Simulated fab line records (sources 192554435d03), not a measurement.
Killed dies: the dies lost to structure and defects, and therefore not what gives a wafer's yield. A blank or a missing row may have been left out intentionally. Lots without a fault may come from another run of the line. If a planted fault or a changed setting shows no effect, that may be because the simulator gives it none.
Matching of chambers / flow n5 finfet / rie diel-04 running N5_SD_EPI_P_ETCHBACK_46: 4 sister chambers
The step etches SiNx in CH3F/O2, stops on SiO2, target depth 17.5 nm. 24 wafers are shown with their chamber, then 12 later ones without.

## WAFERS PAIRED WITH THEIR CHAMBERS
wafer=L077.1; chamber=2; showerhead plenum p Torr (Torr)=2.06; throttle valve pct (%)=16.83; oes product au (a.u.)=0.59
wafer=L077.2; chamber=3; showerhead plenum p Torr (Torr)=1.97; throttle valve pct (%)=16.58; oes product au (a.u.)=0.60
wafer=L077.4; chamber=0; showerhead plenum p Torr (Torr)=2.09; throttle valve pct (%)=16.17; oes product au (a.u.)=0.65
wafer=L079.1; chamber=3; showerhead plenum p Torr (Torr)=1.97; throttle valve pct (%)=16.59; oes product au (a.u.)=0.60
wafer=L079.4; chamber=1; showerhead plenum p Torr (Torr)=2.10; throttle valve pct (%)=16.36; oes product au (a.u.)=0.67
wafer=L079.6; chamber=1; showerhead plenum p Torr (Torr)=2.09; throttle valve pct (%)=16.37; oes product au (a.u.)=0.68
wafer=L080.2; chamber=2; showerhead plenum p Torr (Torr)=2.06; throttle valve pct (%)=16.83; oes product au (a.u.)=0.59
wafer=L080.3; chamber=1; showerhead plenum p Torr (Torr)=2.09; throttle valve pct (%)=16.38; oes product au (a.u.)=0.68
wafer=L080.4; chamber=0; showerhead plenum p Torr (Torr)=2.09; throttle valve pct (%)=16.17; oes product au (a.u.)=0.65
wafer=L081.3; chamber=2; showerhead plenum p Torr (Torr)=2.06; throttle valve pct (%)=16.85; oes product au (a.u.)=0.59
wafer=L081.4; chamber=1; showerhead plenum p Torr (Torr)=2.09; throttle valve pct (%)=16.38; oes product au (a.u.)=0.68
wafer=L081.6; chamber=2; showerhead plenum p Torr (Torr)=2.06; throttle valve pct (%)=16.85; oes product au (a.u.)=0.59
wafer=L084.1; chamber=3; showerhead plenum p Torr (Torr)=1.97; throttle valve pct (%)=16.61; oes product au (a.u.)=0.59
wafer=L084.3; chamber=0; showerhead plenum p Torr (Torr)=2.09; throttle valve pct (%)=16.19; oes product au (a.u.)=0.64
wafer=L084.5; chamber=0; showerhead plenum p Torr (Torr)=2.09; throttle valve pct (%)=16.20; oes product au (a.u.)=0.64
wafer=L085.2; chamber=2; showerhead plenum p Torr (Torr)=2.06; throttle valve pct (%)=16.85; oes product au (a.u.)=0.59
wafer=L085.4; chamber=3; showerhead plenum p Torr (Torr)=1.97; throttle valve pct (%)=16.62; oes product au (a.u.)=0.59
wafer=L085.6; chamber=0; showerhead plenum p Torr (Torr)=2.09; throttle valve pct (%)=16.20; oes product au (a.u.)=0.65
wafer=L088.1; chamber=3; showerhead plenum p Torr (Torr)=1.97; throttle valve pct (%)=16.65; oes product au (a.u.)=0.59
wafer=L088.4; chamber=1; showerhead plenum p Torr (Torr)=2.09; throttle valve pct (%)=16.39; oes product au (a.u.)=0.66
wafer=L088.5; chamber=0; showerhead plenum p Torr (Torr)=2.09; throttle valve pct (%)=16.19; oes product au (a.u.)=0.64
wafer=L089.1; chamber=1; showerhead plenum p Torr (Torr)=2.09; throttle valve pct (%)=16.40; oes product au (a.u.)=0.66
wafer=L089.4; chamber=1; showerhead plenum p Torr (Torr)=2.09; throttle valve pct (%)=16.39; oes product au (a.u.)=0.66
wafer=L089.6; chamber=3; showerhead plenum p Torr (Torr)=1.97; throttle valve pct (%)=16.64; oes product au (a.u.)=0.59

SIGNATURES (averages over the wafers above)
reading=showerhead plenum p Torr; chamber 0=2.0900; chamber 1=2.0914; chamber 2=2.0600; chamber 3=1.9700; scatter within a chamber=0.00207
reading=throttle valve pct; chamber 0=16.1867; chamber 1=16.3814; chamber 2=16.8420; chamber 3=16.6150; scatter within a chamber=0.0177
reading=oes product au; chamber 0=0.6450; chamber 1=0.6700; chamber 2=0.5900; chamber 3=0.5933; scatter within a chamber=0.00665
Rule: distance of a wafer from a chamber = root of the sum over the readings of ((wafer's reading minus chamber's mean) / reading's scatter) squared. If the next closest chamber is less than 2 further off than the closest, the wafer can't be placed; otherwise it belongs to the closest. The scatter: take each reading less its chamber's mean, square it, sum over the shown wafers, divide by the number of wafers less the number of chambers, and take the root.

## WAFERS WITHOUT THEIR CHAMBER
wafer=L090.1; showerhead plenum p Torr (Torr)=1.97; throttle valve pct (%)=16.64; oes product au (a.u.)=0.58
wafer=L090.5; showerhead plenum p Torr (Torr)=2.09; throttle valve pct (%)=16.41; oes product au (a.u.)=0.65
wafer=L090.6; showerhead plenum p Torr (Torr)=2.08; throttle valve pct (%)=16.21; oes product au (a.u.)=0.64
wafer=L091.1; showerhead plenum p Torr (Torr)=2.06; throttle valve pct (%)=16.40; oes product au (a.u.)=0.82
wafer=L091.2; showerhead plenum p Torr (Torr)=2.08; throttle valve pct (%)=16.20; oes product au (a.u.)=0.64
wafer=L091.4; showerhead plenum p Torr (Torr)=1.97; throttle valve pct (%)=16.63; oes product au (a.u.)=0.59
wafer=L094.4; showerhead plenum p Torr (Torr)=1.96; throttle valve pct (%)=16.67; oes product au (a.u.)=0.59
wafer=L094.5; showerhead plenum p Torr (Torr)=2.08; throttle valve pct (%)=16.40; oes product au (a.u.)=0.64
wafer=L094.6; showerhead plenum p Torr (Torr)=2.08; throttle valve pct (%)=16.23; oes product au (a.u.)=0.63
wafer=L097.1; showerhead plenum p Torr (Torr)=2.06; throttle valve pct (%)=16.42; oes product au (a.u.)=0.79
wafer=L097.3; showerhead plenum p Torr (Torr)=1.96; throttle valve pct (%)=16.65; oes product au (a.u.)=0.58
wafer=L097.6; showerhead plenum p Torr (Torr)=1.96; throttle valve pct (%)=16.67; oes product au (a.u.)=0.58

## WHICH CHAMBER EACH ONE RAN IN
wafer=L090.1; from the rows above=3; in truth=3
wafer=L090.5; from the rows above=1; in truth=1
wafer=L090.6; from the rows above=0; in truth=0
wafer=L091.1; from the rows above=1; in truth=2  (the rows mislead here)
wafer=L091.2; from the rows above=0; in truth=0
wafer=L091.4; from the rows above=3; in truth=3
wafer=L094.4; from the rows above=3; in truth=3
wafer=L094.5; from the rows above=1; in truth=1
wafer=L094.6; from the rows above=0; in truth=0
wafer=L097.1; from the rows above=1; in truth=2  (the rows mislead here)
wafer=L097.3; from the rows above=3; in truth=3
wafer=L097.6; from the rows above=3; in truth=3
Correctly placed: 10 of 12. From these rows, 0 cannot be placed. Wrongly placed: 2.
